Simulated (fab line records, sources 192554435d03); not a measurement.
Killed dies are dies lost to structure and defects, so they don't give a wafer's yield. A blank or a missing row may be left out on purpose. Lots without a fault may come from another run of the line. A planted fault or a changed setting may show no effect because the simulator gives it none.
Split-lot experiment | flow n5_finfet | 7 lots, 39 wafers read, on a route of 1938 steps

THE SPLIT
At N5_BEOL_M7_ILD_DEP_00 (deposits SiCOH lowk from DEMS/porogen, target thk 179.75 nm, time 33.4 s), the setting target_thk_a was moved away from the recipe's 1797.5 angstrom on 18 of the 39 wafers read, by -54.3% to +57.3%. The other wafers ran this setting at the recipe's value.

FROM THE SPLIT TO THE READING: what the file shows between them, 1 step
- N5_BEOL_M7_CURE_74: cures SiCOH lowk, time 240 s

THE READING
M7_ILD_THK, in nm, at N5_BEOL_M7_THK_MEAS_01. Fault-free wafers of this fab line usually give 154.6 nm, standard deviation 2.5 nm.

wafer  | tool, chamber at the split | target_thk_a as run, angstrom | against the recipe | M7_ILD_THK, nm | against lot-mates on the recipe
L076.1 | pecvd-03, 1                | 1797.5                        | recipe             | 153.6          | -
L076.2 | pecvd-03, 2                | 821.1                         | -54.3%             | 69.7           | -82.9
L076.3 | pecvd-03, 0                | 1797.5                        | recipe             | 151.7          | -
L076.4 | pecvd-03, 0                | 1797.5                        | recipe             | 152.5          | -
L076.5 | pecvd-03, 2                | 821.1                         | -54.3%             | 69.0           | -83.6
L076.6 | pecvd-03, 1                | 821.1                         | -54.3%             | 70.7           | -81.9
L080.1 | pecvd-04, 2                | 869                           | -51.7%             | 73.2           | -80.8
L080.2 | pecvd-04, 1                | 869                           | -51.7%             | 74.5           | -79.5
L080.3 | pecvd-04, 0                | 1797.5                        | recipe             | 152.9          | -
L080.4 | pecvd-04, 0                | 869                           | -51.7%             | 76.1           | -77.9
L080.5 | pecvd-04, 2,1              | 1797.5                        | recipe             | 154.6          | -
L080.6 | pecvd-04, 2,1              | 1797.5                        | recipe             | 154.5          | -
L083.3 | pecvd-03, 0                | 1797.5                        | recipe             | 153.7          | -
L083.4 | pecvd-03, 1                | 1797.5                        | recipe             | 156.7          | -
L083.6 | pecvd-03, 2                | 1797.5                        | recipe             | 156.1          | -
L086.1 | pecvd-01, 0                | 1797.5                        | recipe             | 155.3          | -
L086.2 | pecvd-01, 2                | 1797.5                        | recipe             | 153.8          | -
L086.3 | pecvd-01, 1                | 1797.5                        | recipe             | 150.5          | -
L086.4 | pecvd-01, 0                | 2694                          | +49.9%             | 235.7          | +82.5
L086.5 | pecvd-01, 2                | 2694                          | +49.9%             | 236.6          | +83.4
L086.6 | pecvd-01, 1                | 2694                          | +49.9%             | 232.3          | +79.1
L091.1 | pecvd-03, 1                | 2827                          | +57.3%             | 246.2          | +93.2
L091.2 | pecvd-03, 0                | 2827                          | +57.3%             | 240.3          | +87.3
L091.3 | pecvd-03, 2                | 1797.5                        | recipe             | 152.4          | -
L091.4 | pecvd-03, 0                | 1797.5                        | recipe             | 153.9          | -
L091.5 | pecvd-03, 1                | 2827                          | +57.3%             | 249.7          | +96.7
L091.6 | pecvd-03, 2                | 1797.5                        | recipe             | 152.7          | -
L092.1 | pecvd-01, 2                | 1797.5                        | recipe             | 156.0          | -
L092.2 | pecvd-01, 1                | 2711                          | +50.8%             | 230.7          | +74.2
L092.3 | pecvd-01, 0                | 2711                          | +50.8%             | 235.6          | +79.1
L092.4 | pecvd-01, 2                | 1797.5                        | recipe             | 160.2          | -
L092.5 | pecvd-01, 0                | 2711                          | +50.8%             | 237.2          | +80.7
L092.6 | pecvd-01, 1                | 1797.5                        | recipe             | 153.3          | -
L095.1 | pecvd-01, 1                | 1797.5                        | recipe             | 151.0          | -
L095.2 | pecvd-01, 2                | 1797.5                        | recipe             | 157.7          | -
L095.3 | pecvd-01, 0                | 1143                          | -36.4%             | 98.7           | -55.6
L095.4 | pecvd-01, 1                | 1797.5                        | recipe             | 154.2          | -
L095.5 | pecvd-01, 0                | 1143                          | -36.4%             | 99.2           | -55.1
L095.6 | pecvd-01, 2                | 1143                          | -36.4%             | 101.9          | -52.4
Where a row lists several chambers, the file gives one row for several wafers and doesn't say which wafer went through which chamber.

THE FIT
A straight line over all 39 wafers: M7_ILD_THK changes by +1.57 nm for each +1% of target_thk_a; r = +1.00; the points scatter about the line by 2.5 nm.
The same after taking each lot's own level away (the mean of its wafers on the recipe; 39 wafers): +1.56 nm for each +1%; r = +1.00; scatter 2.5 nm.
On that fit, the largest move of target_thk_a shifts the reading by 89 nm.
The lots' own levels span 152.60 to 156.50 nm, that is 1.6 times the standard deviation above.
So the lot-to-lot level changes the slope little: the two slopes agree.
Check: with one of the wafers moved furthest among these (+57.3%) left out of the fit, the line predicts +90 nm for it against its lot-mates. It came out at +93.2 nm against them.

OTHER SPLITS ON THESE WAFERS
These wafers also went through other splits before the reading. Each is held against what the fit with the lots' levels taken away leaves over:
other split on the same wafers  | wafers away from the commonest value | r with M7_ILD_THK (lot level and that fit taken away)
N5_DUMMY_GATE_DESCUM_20 time_s  | 18                                   | +0.00
N5_HKMG_FIN_ETCH_55 time_s      | 12                                   | -0.06
N5_BEOL_M0_SAQP_PECVD_97 time_s | 12                                   | -0.17
N5_BEOL_M3_ALD_98 ald_cycles    | 15                                   | -0.19

THE WHOLE CHAIN: every reading that the file lists as answering this split, in the file's order
step                   | what it does                                                             | reading                                                                                  | change (the file's fit)              | r (the file's)
N5_BEOL_M7_ILD_DEP_00  | deposits SiCOH lowk from DEMS/porogen, target thk 179.75 nm, time 33.4 s | SiCOH_lowk_of_BEOL_M7_ILD_DEP_00.thk_nm (the simulator's own value, which no gauge read) | +1.79 nm for each +1% of the setting | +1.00
N5_BEOL_M7_CURE_74     | cures SiCOH lowk, time 240 s                                             | SiCOH_lowk_of_BEOL_M7_ILD_DEP_00.thk_nm (the simulator's own value, which no gauge read) | +1.56 nm for each +1% of the setting | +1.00
N5_BEOL_M7_THK_MEAS_01 |                                                                          | M7_ILD_THK                                                                               | +1.56 for each +1% of the setting    | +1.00

THE FILE'S OWN FIT
M7_ILD_THK changes by +1.56 nm for each +1% of target_thk_a, r = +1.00.
